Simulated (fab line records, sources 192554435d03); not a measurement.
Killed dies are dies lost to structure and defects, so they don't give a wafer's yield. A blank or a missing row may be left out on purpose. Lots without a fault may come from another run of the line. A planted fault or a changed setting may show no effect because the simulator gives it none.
A struck lot beside a sound one | flow n5_finfet | 38 steps out of a route of 1938
Sound: wafers L992.1, L992.2, L992.4. Struck: wafer L981.6. (L981.1, L981.5 of the same lot were not struck and are left out.) The cause comes at the end.
At each step with rows: each side's tool, then ch and its chambers, then its first start. Under that, the readings that differ: sound wafers | struck wafers | difference of the means | sigmas: that difference in standard deviations of wafers without a fault.
alike: readings whose means differ by less than 2 such deviations, and words and numbers that are the same on both sides. not compared: withheld readings, readings that some wafer has no value for, bounds like >300 that may hide the same value, and numbers for which the record gives no deviation and whose values overlap.
The two part at a step that has a row with sigmas, a row that says differs or no value, or rows on one side only. Numbers that don't overlap but have no deviation are shown without sigmas and don't part them. A reading that every wafer of one side lacks parts them only if that side has two wafers or more.

first, 9 steps without rows for these wafers: N5_BEOL_M3_ANNEAL_95 (time 240 s); N5_BEOL_M3_SPUTTER_96 (material Cu, target thk 4.5 nm, time 8.29 s); N5_BEOL_M3_ECD_50 (material Cu, target thk 300 nm); N5_BEOL_M3_ANNEAL_51 (time 90 s); N5_BEOL_M3_CMP_52 (polishes, stops on SiOC, t overpolish 6.8 s, target thk 40 nm); N5_BEOL_M3_PRE_CLEAN_60 (time 15 s); N5_BEOL_M3_CO_CAP_55 (material Co, precursor CCTBA/H2, target thk 2 nm, time 102.1 s); N5_BEOL_M3_PRE_CLEAN_56 (time 15 s); N5_BEOL_M3_DEP_57 (deposits SiCN from 3MS/NH3, target thk 8 nm, time 14 s).
N5_BEOL_M4_ILD_DEP_00: deposits SiOC from DEMS/O2, target thk 79 nm, time 15.3 s.
  sound on pecvd-04 ch 0,1,2, day 12 12:41; struck on pecvd-01 ch 0, day 9 08:33
  reading                                      | sound          | struck | difference | sigmas
  heater_power_w (W)                           | 621 516 572    | 431    | -139       | -2
  model.SiOC_of_BEOL_M4_ILD_DEP_00.thk_nm (nm) | 78.4 78.2 81.4 | 71.4   | -7.9       |
  alike: showerhead_plenum_p_Torr, throttle_valve_pct
N5_BEOL_M4_THK_MEAS_01:
  sound on film_metro-01, day 12 12:44; struck on film_metro-02, day 9 08:37
  reading         | sound          | struck | difference | sigmas
  M4_ILD_THK (nm) | 78.4 78.2 81.5 | 71.4   | -8.0       | -8
then, 24 steps without rows for these wafers: N5_BEOL_M4_PECVD_72 (deposits SiO2 from TEOS/O2, target thk 16 nm, time 18 s); N5_BEOL_M4_HM_DEP_02 (deposits TiN, target thk 20 nm); N5_BEOL_M4_COAT_61 (time 60 s, resist thk 60 nm); N5_BEOL_M4_COAT_62 (time 60 s, resist thk 12 nm); N5_BEOL_M4_COAT_73 (time 60 s, resist thk 5 nm); N5_BEOL_M4_COAT_05 (resist thk 30 nm); N5_BEOL_M4_EBR_07; N5_BEOL_M4_SOFTBAKE_06 (time 60 s); N5_BEOL_M4_EXPOSE_08 (exposes mask M4); N5_BEOL_M4_PEB_09 (peb time 60 s); N5_BEOL_M4_DEVELOP_10 (develop time 30 s); N5_BEOL_M4_DESCUM_16 (chemistry O2, time 7 s); N5_BEOL_M4_ETCH_74 (etches underlayer in N2/H2, target depth 6.5 nm, time 5.2 s); N5_BEOL_M4_ETCH_63 (etches SiARC in CF4, target depth 15.6 nm, time 26 s); N5_BEOL_M4_ETCH_64 (etches SOC in N2/H2, target depth 75 nm, overetch 22.5 nm, time 121.9 s); N5_BEOL_M4_STRIP_65 (strips in N2/H2); N5_BEOL_M4_STRIP_75 (strips in N2/H2); N5_BEOL_M4_STRIP_66 (strips in CF4); N5_BEOL_M4_HM_OPEN_17 (chemistry Cl2/BCl3, target TiN, target depth 20 nm, overetch 6 nm); N5_BEOL_M4_STRIP_19 (strips in O2); N5_BEOL_M4_COAT_67 (time 60 s, resist thk 60 nm); N5_BEOL_M4_COAT_68 (time 60 s, resist thk 12 nm); N5_BEOL_M4_COAT_76 (time 60 s, resist thk 5 nm); N5_BEOL_M4_COAT_22 (resist thk 30 nm).
N5_BEOL_M4_CMP_52: polishes, stops on SiOC, t overpolish 6.8 s, target thk 40 nm.
  sound on cmp-04 ch 0,1,2, day 12 22:55; struck on cmp-02 ch 2, day 9 23:47
  reading                                      | sound          | struck | difference | sigmas
  model.SiOC_of_BEOL_M4_ILD_DEP_00.thk_nm (nm) | 75.4 75.2 78.4 | 68.4   | -7.9       |
  alike: edge_zone_pressure_frac, motor_current_A
N5_BEOL_M4_RC_MEAS_101:
  sound on prober-01 ch 0, day 12 23:34; struck on prober-02 ch 0, day 10 00:21
  alike: DIBL_N, DIBL_P, IOFF_N, IOFF_P, ION_N, ION_P, SS_N, SS_P, VT_N, VT_P
-- the record jumps here: 5 days lie between the struck wafers' starts before and after (it left off in module BEOL_M4 and takes up again in module PASSIVATION, whose first step shown is number 1936 of the route) --
N5_PASSIVATION_PROBE_49:
  the record has rows for the struck wafers here (prober-02, day 14 20:14) and none for the sound ones

WHERE THEY PART
First at N5_BEOL_M4_ILD_DEP_00; last, within this record, at N5_PASSIVATION_PROBE_49.

WHY: what the simulator had put in
Process parameter drift: pecvd-01, from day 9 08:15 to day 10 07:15, at N5_BEOL_M4_ILD_DEP_00. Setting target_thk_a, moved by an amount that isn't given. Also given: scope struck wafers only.
